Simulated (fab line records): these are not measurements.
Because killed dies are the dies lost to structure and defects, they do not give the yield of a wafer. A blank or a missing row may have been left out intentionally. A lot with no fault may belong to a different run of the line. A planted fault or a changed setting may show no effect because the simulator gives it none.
A lot that was struck, set against a sound lot	flow n5 finfet	18 out of 1938 route steps
Sound: these wafers, L897.3, L897.5, L897.6. Struck: wafer L905.4. (L905.3 of the same lot was not struck and is left out.) The cause comes at the end.
Each step with rows lists, per side, the tool, then ch with its chambers, then its first start. Under that, the readings that differ: sound wafers	struck wafers	difference of the means	sigmas: that difference in standard deviations of wafers without a fault.
alike: readings with means less than 2 such deviations apart, plus words and numbers identical on both sides. not compared: withheld readings, readings lacking a value on some wafer, bounds such as >300 that could conceal the same value, and numbers that have no deviation in the record and whose values overlap.
The two part at a step that has a row with sigmas, a row that says differs or no value, or rows on one side only. Non-overlapping numbers with no deviation appear without sigmas and do not part them. A reading that every wafer of one side lacks parts them only if that side has two wafers or more.

first, 1 step without rows for these wafers: N5_BEOL_M4_ANNEAL_82 (time 240 s).
N5_BEOL_M4_SPUTTER_86: material Cu, target thk 4.5 nm, time 8.29 s.
  sound: pvd sputter-03 at day 8 15:49; struck: pvd sputter-03 at day 10 16:40
  alike: throttle valve pct
then, 4 steps without rows for these wafers: N5_BEOL_M4_ANNEAL_87 (time 240 s); N5_BEOL_M4_SPUTTER_88 (material Cu, target thk 4.5 nm, time 8.29 s); N5_BEOL_M4_ANNEAL_89 (time 240 s); N5_BEOL_M4_SPUTTER_90 (material Cu, target thk 4.5 nm, time 8.29 s).
N5_BEOL_M4_ANNEAL_91: time 240 s.
  sound: pvd sputter-03 at day 8 16:20; struck: pvd sputter-03 at day 10 17:11
  alike: heater power w
then, 3 steps without rows for these wafers: N5_BEOL_M4_SPUTTER_92 (material Cu, target thk 4.5 nm, time 8.29 s); N5_BEOL_M4_ANNEAL_93 (time 240 s); N5_BEOL_M4_SPUTTER_94 (material Cu, target thk 4.5 nm, time 8.29 s).
N5_BEOL_M4_ANNEAL_95: time 240 s.
  sound: pvd sputter-03 at day 8 16:47; struck: pvd sputter-03 at day 10 17:37
  alike: heater power w
N5_BEOL_M4_SPUTTER_96: material Cu, target thk 4.5 nm, time 8.29 s.
  sound: pvd sputter-03 at day 8 16:55; struck: pvd sputter-03 at day 10 17:46
  alike: throttle valve pct
N5_BEOL_M4_ECD_50: material Cu, target thk 300 nm.
  sound on ecd cu-02 ch 0,1, day 8 17:04; struck on ecd cu-02 ch 0, day 10 17:53
reading	sound	struck	difference	sigmas
model.Cu_of_BEOL_M4_ECD_50.thk nm (nm)	300.8 297.2 299.6	588.8	+289.6	
N5_BEOL_M4_ANNEAL_51: time 90 s.
  sound on rtp anneal-01 ch 0, day 8 17:13; struck on rtp anneal-02 ch 0, day 10 18:08
  alike: wafer_temp_C_max
N5_BEOL_M4_CMP_52: polishes, stops on SiOC, t overpolish 6.8 s, target thk 40 nm.
  sound on cmp-02 ch 0,1, day 8 17:26; struck on cmp-01 ch 3, day 10 18:21
reading	sound	struck	difference	sigmas
time to endpoint s (s)	59 57 62	122	+63	+17
  alike: edge zone pressure frac, motor current A, retaining ring pressure frac, slurry flow ml min
N5_BEOL_M4_THK_MEAS_53: measures by xrf.
  sound: film metro-02 at day 8 17:44; struck: film metro-02 at day 10 18:38
  alike: M4_THK
N5_BEOL_M4_RC_MEAS_101:
  sound on prober-02 ch 0, day 8 18:21; struck on prober-01 ch 0, day 10 19:16
  alike: DIBL_N, DIBL_P, IOFF_N, IOFF_P, ION_N, ION_P, SS_N, SS_P, VT_N, VT_P
following that, these wafers have no rows for 1 step: N5_PASSIVATION_PROBE_49.

## WHERE THEY PART
N5_BEOL_M4_CMP_52 only, going by this record. Later steps at which nothing parts them and some readings are alike: N5_BEOL_M4_THK_MEAS_53, N5_BEOL_M4_RC_MEAS_101.

WHY: what the simulator had put in
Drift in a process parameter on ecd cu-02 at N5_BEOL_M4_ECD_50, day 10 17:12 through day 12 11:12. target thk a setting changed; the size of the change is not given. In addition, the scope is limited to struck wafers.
